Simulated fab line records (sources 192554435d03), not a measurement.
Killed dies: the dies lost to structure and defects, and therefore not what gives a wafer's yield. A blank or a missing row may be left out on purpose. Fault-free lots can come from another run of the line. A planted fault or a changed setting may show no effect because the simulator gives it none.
Split-lot study + flow n5Finfet + 7 lots, 21 wafers read, on a route of 1938 steps

THE SPLIT ITSELF
At N5_PASSIVATION_PASS_ETCH_47 (etches SiNx in CF4/O2, target depth 770 nm, time 385 s), the setting sourceW was moved away from the recipe's 535 W on 6 of the 21 wafers read, by +8.8% to +16.9%. The other wafers ran this setting at the recipe's value.

Reading taken at the split's own step.

THE READING
rfVppV, in V, at N5_PASSIVATION_PASS_ETCH_47 (etches SiNx in CF4/O2, target depth 770 nm, time 385 s). Typical for fault-free wafers on this fab line: 245 V, with standard deviation 4.8 V.

| wafer  | tool, chamber at the split | sourceW as run, W | against the recipe | rfVppV, V | against lot-mates on the recipe |
|--------|----------------------------|-------------------|--------------------|-----------|---------------------------------|
| L075.2 | rieDiel-03, 2              | 535               | recipe             | 249       | -                               |
| L075.4 | rieDiel-03, 2              | 535               | recipe             | 247       | -                               |
| L075.6 | rieDiel-03, 3              | 612.5             | +14.5%             | 233       | -15                             |
| L074.1 | rieDiel-05, 3              | 535               | recipe             | 245       | -                               |
| L074.2 | rieDiel-05, 0              | 535               | recipe             | 236       | -                               |
| L074.4 | rieDiel-05, 1              | 582.3             | +8.8%              | 228       | -12                             |
| L085.2 | rieDiel-01, 1              | 535               | recipe             | 239       | -                               |
| L085.4 | rieDiel-01, 3              | 607.1             | +13.5%             | 233       | -6                              |
| L085.5 | rieDiel-01, 1              | 535               | recipe             | 239       | -                               |
| L082.2 | rieDiel-03, 2              | 593.4             | +10.9%             | 235       | -13                             |
| L082.3 | rieDiel-03, 1              | 535               | recipe             | 248       | -                               |
| L082.4 | rieDiel-03, 1              | 593.4             | +10.9%             | 236       | -12                             |
| L088.2 | rieDiel-01, 1              | 535               | recipe             | 238       | -                               |
| L088.4 | rieDiel-01, 1              | 535               | recipe             | 238       | -                               |
| L088.6 | rieDiel-01, 3              | 535               | recipe             | 246       | -                               |
| L091.1 | rieDiel-01, 1              | 535               | recipe             | 238       | -                               |
| L091.2 | rieDiel-01, 2              | 535               | recipe             | 249       | -                               |
| L091.6 | rieDiel-01, 3              | 535               | recipe             | 247       | -                               |
| L097.2 | rieDiel-03, 2              | 535               | recipe             | 247       | -                               |
| L097.4 | rieDiel-03, 0              | 625.2             | +16.9%             | 229       | -18                             |
| L097.5 | rieDiel-03, 0              | 535               | recipe             | 247       | -                               |

THE FIT
A straight line over all 21 wafers: rfVppV changes by -0.847 V for each +1% of sourceW; r = -0.75; the points scatter about the line by 4.6 V.
The same after taking each lot's own level away (the mean of its wafers on the recipe; 21 wafers): -0.985 V for each +1%; r = -0.87; scatter 3.5 V.
On that fit, the largest move of sourceW shifts the reading by 17 V.
The lots' own levels span 239.0 to 248.0 V, that is 1.9 times the standard deviation above.
So the lot-to-lot level blurs the effect unless lot-mates are compared.
Check: with one of the wafers moved furthest among these (+16.9%) left out of the fit, the line predicts -16.2 V for it against its lot-mates. Against them it came out at -18 V.
Tool readings at the split's step, against how far the setting was moved: rfVppV r = -0.75.

OTHER SPLITS ON THESE WAFERS
These wafers also went through other splits before the reading. Each is held against what the fit with the lots' levels taken away leaves over:
| other split on the same wafers   | wafers away from the commonest value | r with rfVppV (lot level and that fit taken away) |
|----------------------------------|--------------------------------------|---------------------------------------------------|
| N5_BEOL_M13_EXPOSE_07 doseMj     | 5                                    | +0.04                                             |
| N5_BEOL_M14_TRENCH_ETCH_34 timeS | 4                                    | +0.09                                             |
| N5_BEOL_M14_SPUTTER_45 powerW    | 8                                    | -0.23                                             |
| N5_BEOL_M15_PEB_26 pebTempC      | 7                                    | -0.18                                             |
| N5_PASSIVATION_ETCH_59 timeS     | 4                                    | +0.21                                             |

THE WHOLE CHAIN: every reading that the file lists as answering this split, in the file's order
| step                        | what it does                                           | reading                                                       | change (the file's fit)              | r (the file's) |
|-----------------------------|--------------------------------------------------------|---------------------------------------------------------------|--------------------------------------|----------------|
| N5_PASSIVATION_PASS_ETCH_47 | etches SiNx in CF4/O2, target depth 770 nm, time 385 s | rfVppV                                                        | -0.972 V for each +1% of the setting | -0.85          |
| N5_PASSIVATION_PASS_ETCH_47 | etches SiNx in CF4/O2, target depth 770 nm, time 385 s | etch.depthNm (the simulator's own value, which no gauge read) | +7.31 nm for each +1% of the setting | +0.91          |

THE FILE'S OWN FIT
rfVppV changes by -0.972 V for each +1% of sourceW, r = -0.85.
